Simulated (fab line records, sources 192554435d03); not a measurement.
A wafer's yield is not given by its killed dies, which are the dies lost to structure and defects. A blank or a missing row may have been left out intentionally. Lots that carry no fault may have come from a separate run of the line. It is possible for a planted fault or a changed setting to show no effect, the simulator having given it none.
A struck lot beside a sound one + flow n5Finfet + 41 steps out of a route of 1938
Sound: these wafers, L662.1, L662.2, L662.6. Struck: wafer L652.1 (left out: L652.4, L652.5 of the same lot, which were not struck); the cause appears at the end.
Order at every step that has rows: each side's tool, ch and its chambers, its first start. Under that, the readings that differ: sound wafers + struck wafers + difference of the means + sigmas: that difference in standard deviations of wafers without a fault.
alike: words and numbers the same on both sides, and readings whose means are apart by under 2 such deviations; not compared: readings that were withheld, readings missing a value for some wafer, numbers with overlapping values and no deviation given by the record, and bounds like >300 which may hide the same value.
Wherever a step has rows on one side only, a row that says differs or no value, or a row with sigmas, the two part there. Numbers that don't overlap but have no deviation are shown without sigmas and don't part them. A reading missing from all wafers of one side parts the sides only when that side holds two or more wafers.

first, 11 steps without rows for these wafers: N5_BEOL_M0_SAQP_STRIP_113 (strips in CHF3/O2); N5_BEOL_M0_SAQP_MANDREL_ETCH_20 (etches a-Si in HBr/Cl2, stops on SiNx, target depth 60 nm, bt time 10 s, time 30 s); N5_BEOL_M0_SAQP_STRIP_86 (strips in N2/H2); N5_BEOL_M0_SAQP_STRIP_115 (strips in post etch residue remover, time 60 s); N5_BEOL_M0_SAQP_SRD_93 (time 30 s); N5_BEOL_M0_SAQP_RECESS_114 (chemistry HF/NH3, target SiO2, target depth 14.4 nm, afs cycles 3, sublimation time 60 s); N5_BEOL_M0_SAQP_SPACER1_ALD_98 (deposits SiO2, target thk 12.8 nm, pulse time 1 s, purge time 2 s); N5_BEOL_M0_SAQP_SPACER1_ETCHBACK_99 (etches SiO2 in CHF3/O2, target depth 15.4 nm, time 7.7 s); N5_BEOL_M0_SAQP_MANDREL1_REMOVE_100 (chemistry HBr/Cl2/O2, target a-Si, stops on SiNx, bt time 10 s); N5_BEOL_M0_SAQP_ETCH_101 (etches SiNx in CH3F/O2, target depth 29.9 nm, time 42.7 s); N5_BEOL_M0_SAQP_ETCH_102 (etches SiO2 in CF4, target depth 4 nm, time 4.4 s).
N5_BEOL_M0_SAQP_MANDREL_ETCH_103: etches a-Si in HBr/Cl2, stops on SiCN, target depth 45 nm, bt time 10 s, time 27 s.
  sound on rieSi-02 ch 0,2, day 9 11:47; struck on rieSi-03 ch 1, day 7 03:23
  alike: chamberPressureMTorr, drypumpMotorCurrentA, oesProductAu, throttleValvePct
  not compared: rfHoursCounterH
then, 18 steps without rows for these wafers: N5_BEOL_M0_SAQP_RECESS_104 (chemistry HF/NH3, target SiO2, target depth 18 nm, afs cycles 3, sublimation time 60 s); N5_BEOL_M0_SAQP_COAT_105 (time 60 s, resist thk 100 nm); N5_BEOL_M0_SAQP_ETCH_106 (etches SOC in N2/H2, stops on SiNx, target depth 150 nm); N5_BEOL_M0_SAQP_ETCH_107 (etches SiNx in CH3F/O2, target depth 30 nm); N5_BEOL_M0_SAQP_STRIP_108 (strips in N2/H2); N5_BEOL_M0_SAQP_RECESS_109 (chemistry HF/NH3, target SiO2, target depth 3 nm, afs cycles 1, sublimation time 60 s); N5_BEOL_M0_SAQP_SPACER2_ALD_26 (deposits SiO2, target thk 15 nm, pulse time 1 s, purge time 2 s); N5_BEOL_M0_SAQP_SPACER2_ETCHBACK_27 (etches SiO2 in CHF3/O2, target depth 22.5 nm, time 11.25 s); N5_BEOL_M0_SAQP_MANDREL2_REMOVE_110 (chemistry HBr/Cl2/O2, target a-Si, stops on SiCN, bt time 10 s); N5_BEOL_M0_SAQP_COAT_69 (time 60 s, resist thk 90 nm); N5_BEOL_M0_SAQP_COAT_72 (time 60 s, resist thk 15 nm); N5_BEOL_M0_SAQP_COAT_87 (time 60 s, resist thk 5 nm); N5_BEOL_M0_SAQP_COAT_34 (resist thk 30 nm); N5_BEOL_M0_SAQP_EBR_36; N5_BEOL_M0_SAQP_SOFTBAKE_35 (time 60 s); N5_BEOL_M0_SAQP_EXPOSE_37 (exposes mask M0 CUT1, target cd 30 nm); N5_BEOL_M0_SAQP_PEB_38 (peb time 60 s); N5_BEOL_M0_SAQP_DEVELOP_39 (develop time 30 s).
N5_BEOL_M0_SAQP_INSPECT_42: inspects for defects (brightfield).
  sound: defectInspect-02 at day 9 13:55; struck: defectInspect-01 at day 7 05:35
| reading        | sound       | struck | difference | sigmas |
|----------------|-------------|--------|------------|--------|
| rawDefectCount | 301 226 354 | 659    | +365       | +5     |
then, 7 steps without rows for these wafers: N5_BEOL_M0_SAQP_DESCUM_45 (chemistry O2, time 7 s); N5_BEOL_M0_SAQP_ETCH_88 (etches underlayer in N2/H2, target depth 6.5 nm, time 5.2 s); N5_BEOL_M0_SAQP_ETCH_73 (etches SiARC in CF4, target depth 19.5 nm, time 32.5 s); N5_BEOL_M0_SAQP_CUT_ETCH_46 (etches SOC in N2/H2, target depth 135 nm, overetch 27 nm, time 202.5 s); N5_BEOL_M0_SAQP_STRIP_74 (strips in N2/H2); N5_BEOL_M0_SAQP_STRIP_89 (strips in N2/H2); N5_BEOL_M0_SAQP_ALD_48 (deposits SiO2, target thk 20 nm, pulse time 1 s, co reactant pulse time 1 s).
N5_BEOL_M0_CUTY_INSPECT_59: inspects for defects (macro).
  sound: defectInspect-02 at day 9 16:13; struck: defectInspect-02 at day 7 07:09
| reading        | sound | struck | difference | sigmas |
|----------------|-------|--------|------------|--------|
| rawDefectCount | 2 2 1 | >300   | differs    |        |
-- a jump in the record: the struck wafers' starts before and after are 2 days apart (it breaks off in module BEOL_M0_CUTY and resumes in module BEOL_M4, where the first step shown is number 1111 of the route) --
N5_BEOL_M4_RC_MEAS_101:
  sound on prober-01 ch 0, day 11 19:35; struck on prober-02 ch 0, day 9 13:59
  alike: DIBL_N, DIBL_P, IOFF_N, IOFF_P, ION_N, ION_P, SS_N, SS_P, VT_N, VT_P
-- here the record skips 4 days between the struck wafers' starts before and after, leaving off in module BEOL_M4 and picking up in module PASSIVATION (first step shown: number 1936 of the route) --
N5_PASSIVATION_PROBE_49:
  record: rows for the struck wafers here (prober-01, day 13 21:04), none for the sound ones

== WHERE THEY PART ==
At N5_BEOL_M0_SAQP_INSPECT_42 first; at N5_PASSIVATION_PROBE_49 last (within this record only).

WHY: what the simulator had put in
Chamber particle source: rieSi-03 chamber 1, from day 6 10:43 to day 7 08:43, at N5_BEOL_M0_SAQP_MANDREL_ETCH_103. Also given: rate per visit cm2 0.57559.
